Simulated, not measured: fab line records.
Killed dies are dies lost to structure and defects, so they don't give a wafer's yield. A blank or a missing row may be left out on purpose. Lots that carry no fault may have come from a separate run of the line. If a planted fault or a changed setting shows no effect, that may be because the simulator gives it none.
Split-lot experiment	flow n5 finfet	7 lots, 21 wafers read, on a route of 1938 steps

== THE SPLIT ITSELF ==
At N5_WELL_APT_EXPOSE_05 (exposes mask NWELL, defocus 0 nm, target cd 200 nm), the setting dose mj was moved away from the recipe's 20.3 on 5 of the 21 wafers read, by -3.8% to +4.5%. The other wafers ran this setting at the recipe's value.

== FROM THE SPLIT TO THE READING: what the file shows between them, 3 steps ==
- N5_WELL_APT_PEB_06: peb time 90 s
- N5_WELL_APT_DEVELOP_07: develop time 45 s
- N5_WELL_APT_HARDBAKE_12: time 120 s

== THE READING ==
At N5_WELL_APT_CD_MEAS_08: cd nm in nanometres, against a target cd of 200 nm. Typical for fault-free wafers on this fab line: 200.1 nm, with standard deviation 2.2 nm.

wafer	tool, chamber at the split	dose mj as run	against the recipe	cd nm, nm	against lot-mates on the recipe
L079.1	krf scanner-02, 0	20.3	recipe	196.9	-
L079.3	krf scanner-02, 0	20.3	recipe	201.2	-
L079.5	krf scanner-02, 0	20.3	recipe	199.0	-
L080.2	krf scanner-02, 0	21.21	+4.5%	209.5	+8.9
L080.4	krf scanner-02, 0	21.21	+4.5%	206.9	+6.3
L080.5	krf scanner-02, 0	20.3	recipe	200.6	-
L084.2	krf scanner-01, 0	20.3	recipe	201.9	-
L084.3	krf scanner-01, 0	20.3	recipe	200.3	-
L084.4	krf scanner-01, 0	20.3	recipe	201.5	-
L089.2	krf scanner-01, 0	20.3	recipe	202.7	-
L089.3	krf scanner-01, 0	20.3	recipe	202.8	-
L089.6	krf scanner-01, 0	20.3	recipe	201.2	-
L091.3	krf scanner-01, 0	19.52	-3.8%	197.1	-3.9
L091.5	krf scanner-01, 0	19.52	-3.8%	196.6	-4.4
L091.6	krf scanner-01, 0	20.3	recipe	201.0	-
L096.1	krf scanner-02, 0	20.3	recipe	200.3	-
L096.4	krf scanner-02, 0	20.3	recipe	196.3	-
L096.5	krf scanner-02, 0	21.03	+3.6%	208.3	+10.0
L097.2	krf scanner-02, 0	20.3	recipe	202.0	-
L097.4	krf scanner-02, 0	20.3	recipe	200.5	-
L097.6	krf scanner-02, 0	20.3	recipe	200.9	-

FIT RESULTS
A straight line over all 21 wafers: cd nm changes by +1.49 nm for each +1% of dose mj; r = +0.86; the points scatter about the line by 1.9 nm.
The same after taking each lot's own level away (the mean of its wafers on the recipe; 21 wafers): +1.62 nm for each +1%; r = +0.90; scatter 1.6 nm.
The reading moves by 7.3 nm for the largest change in dose mj, on that fit.
The span of the lots' own levels, 198.30 to 202.23 nm, comes to 1.8 times the standard deviation stated above.
Hence the lot-to-lot level has little effect on the slope; both slopes agree.
Check: with one of the wafers moved furthest among these (+4.5%) left out of the fit, the line predicts +7.25 nm for it against its lot-mates. Against them it came out at +8.9 nm.

== THE WHOLE CHAIN: every reading that the file lists as answering this split, in the file's order ==
step	what it does	reading	change (the file's fit)	r (the file's)
N5_WELL_APT_CD_MEAS_08	target cd 200 nm	cd nm	+1.79 nm for each +1% of the setting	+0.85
N5_WELL_APT_DESCUM_13	chemistry O2, time 7.9 s	WELL_APT.cd nm (the simulator's own value, which no gauge read)	+1.87 nm for each +1% of the setting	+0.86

== FILE'S OWN FIT ==
cd nm changes by +1.79 nm for each +1% of dose mj, r = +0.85.
